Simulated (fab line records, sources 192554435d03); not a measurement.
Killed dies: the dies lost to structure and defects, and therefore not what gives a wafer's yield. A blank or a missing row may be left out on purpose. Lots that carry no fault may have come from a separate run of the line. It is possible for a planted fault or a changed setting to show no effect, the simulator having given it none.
Code-filled problem report in 8D (eight disciplines) form	flow n5 finfet	the parts of the form that need people (team, actions taken, sign-off) are left out

== 1. THE PROBLEM ==
run length s at N5_BEOL_M3_CO_CAP_55 reads a mean of 66.5 s on 5 wafers of 3 lots; wafers without a fault read 124.8 s with a standard deviation of 0.44. So: -99 or more standard deviations from the usual mean.
The step: material Co, precursor CCTBA/H2, target thk 2 nm, time 102.1 s.
First seen on wafer L857.6, day 12 09:51, on cvd co-02. Wafers with a number at this step in the record: 20, from 7 lots. The rule behind "out" and "out of limits": a value lying over 4 standard deviations away from the usual mean. The rest of the wafers with a number are treated as sound.

== 2. WHAT IT IS, AND WHAT IT ISN'T ==
question	is	is not
which readings at this step	run length s	chamber pressure Torr, heater power w
which lots	L857, L858, L860	L844, L847, L848, L862
which wafers of those lots	L857.6, L858.4, L858.6, L860.4, L860.6	L857.1, L858.2, L860.3
read on which tools	cvd co-02	cvd co-01
when	from day 12 09:51	up to then (10 sound wafers); but 5 sound wafers of L858, L860, L862 came after

== 3. SUSPECTS, AND WHAT RULES EACH OUT ==
Counting: if a tool at a process step up to the reading ran every lot that is out, it stays a suspect. Sound lots after the first of them don't rule it out here, since some wafers of a struck lot are sound.
- cvd co-02 at N5_BEOL_M3_CO_CAP_55 (material Co, precursor CCTBA/H2, target thk 2 nm, time 102.1 s): kept. Ran every lot that is out, first one L857 (day 12 09:51); last sound lot up to then L847 (day 9 18:10). Its own readings are out on those wafers: run length s.
Remaining after the count: cvd co-02 at N5_BEOL_M3_CO_CAP_55.

== 4. THE CAUSE (what the simulator had put in) ==
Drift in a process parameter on cvd co-02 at N5_BEOL_M3_CO_CAP_55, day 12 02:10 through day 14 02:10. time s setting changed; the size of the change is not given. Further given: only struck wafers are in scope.
The count eliminated every tool but this one.

== 5. THE EFFECT CHAIN, in route order ==
Rows list readings where the struck wafers' mean (over those with a number) sits beyond 3 standard deviations from the usual. Scope: only readings with a usual standard deviation given in the record; hours: median across lots of the time from each lot's start at the first step in this table that gives one to its start at this step; sigmas: change in usual standard deviations.
hours	step	reading	usual	on struck wafers	change	sigmas
0	N5_BEOL_M3_CO_CAP_55	run length s	124.8 s	66.5	-58.3	-99 or more
Its process steps:
- N5_BEOL_M3_CO_CAP_55: material Co, precursor CCTBA/H2, target thk 2 nm, time 102.1 s.
At these later measuring or inspecting steps, every struck wafer for which the step has a row has a number for every such reading, and none has moved that far: N5_BEOL_M4_RC_MEAS_101.

== 6. HOW IT WOULD HAVE BEEN CAUGHT EARLIER ==
In this record no reading fell out of limits until day 12 09:51, 8 hours after the fault had begun at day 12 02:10.
